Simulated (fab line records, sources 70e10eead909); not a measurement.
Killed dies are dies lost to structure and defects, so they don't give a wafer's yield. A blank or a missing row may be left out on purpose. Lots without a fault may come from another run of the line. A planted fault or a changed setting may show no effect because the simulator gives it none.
Which tool did it? | flow nand_harc | 12 lots, 36 wafers sampled, at 2 steps of a route of 1159

WHAT THE GAUGES READ, wafer by wafer
NHARC_A_CONTACT_INSPECT_23.
lot  | measured     | on                | raw_defect_count
L075 | day 17 11:02 | defect_inspect-02 | 395 413 353
L077 | day 17 18:07 | defect_inspect-02 | 442 423 443
L082 | day 18 15:37 | defect_inspect-01 | 454 556 692
L080 | day 18 22:55 | defect_inspect-02 | 527 358 321
L085 | day 19 15:31 | defect_inspect-01 | 420 510 605
L087 | day 19 19:50 | defect_inspect-01 | 445 406 501
L083 | day 19 23:30 | defect_inspect-01 | 410 335 562
L088 | day 20 13:20 | defect_inspect-02 | 284 675 349
L092 | day 21 15:55 | defect_inspect-01 | 489 531 409
L094 | day 21 17:56 | defect_inspect-02 | 431 428 369
L096 | day 22 21:37 | defect_inspect-01 | 734 833 504
L097 | day 23 09:22 | defect_inspect-02 | 332 336 360

WHICH TOOL RAN EACH LOT (tool, then ch and the chambers of the sampled wafers, then the start)
lot  | NHARC_A_CONTACT_ETCH_110
L075 | rie_diel-03 ch 0,1,3, day 17 05:25
L077 | rie_diel-10 ch 1,2,3, day 17 13:25
L082 | rie_diel-12 ch 0,2,3, day 18 10:15
L080 | rie_diel-10 ch 1,2, day 18 20:43
L085 | rie_diel-03 ch 1,3, day 19 12:43
L087 | rie_diel-03 ch 1,2, day 19 17:34
L083 | rie_diel-12 ch 1,2,3, day 19 21:22
L088 | rie_diel-12 ch 0,1,2, day 20 09:56
L092 | rie_diel-10 ch 0,2,3, day 21 13:40
L094 | rie_diel-10 ch 0,1,3, day 21 15:45
L096 | rie_diel-10 ch 0,2,3, day 22 19:28
L097 | rie_diel-12 ch 0,2,3, day 23 04:22
- NHARC_A_CONTACT_ETCH_110: etches the open film in CF4/O2, target depth 50 nm, overetch 5 nm, time 27.5 s.

THE ANSWER, worked out from the rows above alone
Rule: what is usual is taken from the lots themselves. Put in order of their means at a reading, lots are off if they are a third of the lots or fewer, leave a main group of 4 or more, and stand apart from it by a gap of 3 or more times the standard deviation of the main group's means; of several such gaps the widest counts. A main group whose means are all the same, to the digits that the tables above print for the reading, isn't used. A lot without any number at a reading at which 4 lots or more have one is off too. The other lots that the step has rows for count as sound.
No lot is off at any reading shown: from this, nothing can be told.

WHAT THE SIMULATOR HAD PUT IN
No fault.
